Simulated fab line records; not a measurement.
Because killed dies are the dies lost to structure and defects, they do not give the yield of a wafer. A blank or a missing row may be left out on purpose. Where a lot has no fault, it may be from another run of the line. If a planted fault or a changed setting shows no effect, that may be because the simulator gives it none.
Chamber matching -- flow n5 finfet -- 3 sister chambers for N5_BEOL_M0_CVD_115 on cvd co-02
The step deposits Co from CCTBA/H2, time 120 s. 6 wafers are shown with their chamber, then 7 later ones without.

## WAFERS, EACH WITH ITS CHAMBER
wafer,chamber,run length s (s)
L735.4,0,143.5
L737.4,0,143.5
L739.2,2,144.1
L739.5,2,143.7
L739.6,1,142.3
L741.4,1,143.1

## WAFERS WHOSE CHAMBER IS MISSING
wafer,run length s (s)
L742.1,143.6
L742.3,142.4
L744.1,142.3
L744.4,143.8
L753.1,143.7
L753.3,144.0
L753.6,142.5

## WHICH CHAMBER EACH ONE RAN IN
wafer,from the rows above,in truth
L742.1,can't be placed: 0 or 2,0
L742.3,1,1
L744.1,1,1
L744.4,can't be placed: 2 or 0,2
L753.1,can't be placed: 0 or 2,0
L753.3,can't be placed: 2 or 0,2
L753.6,1,1
Placed correctly: 3 of 7. These rows do not allow placing 4 (true chamber among the candidates in 4). 0 placed wrongly.
How it was worked out, from the rows above alone: a wafer's distance from a chamber is the root of the sum, over the readings, of the square of ((its reading less the chamber's mean) divided by the reading's scatter). The wafer belongs to the nearest chamber; if the next one is less than 2 further off, it can't be placed. The mean given for a chamber averages the wafers shown for that chamber. The scatter: the root of (the sum of the squares of (reading less its chamber's mean) over the shown wafers, divided by (wafers less chambers)).
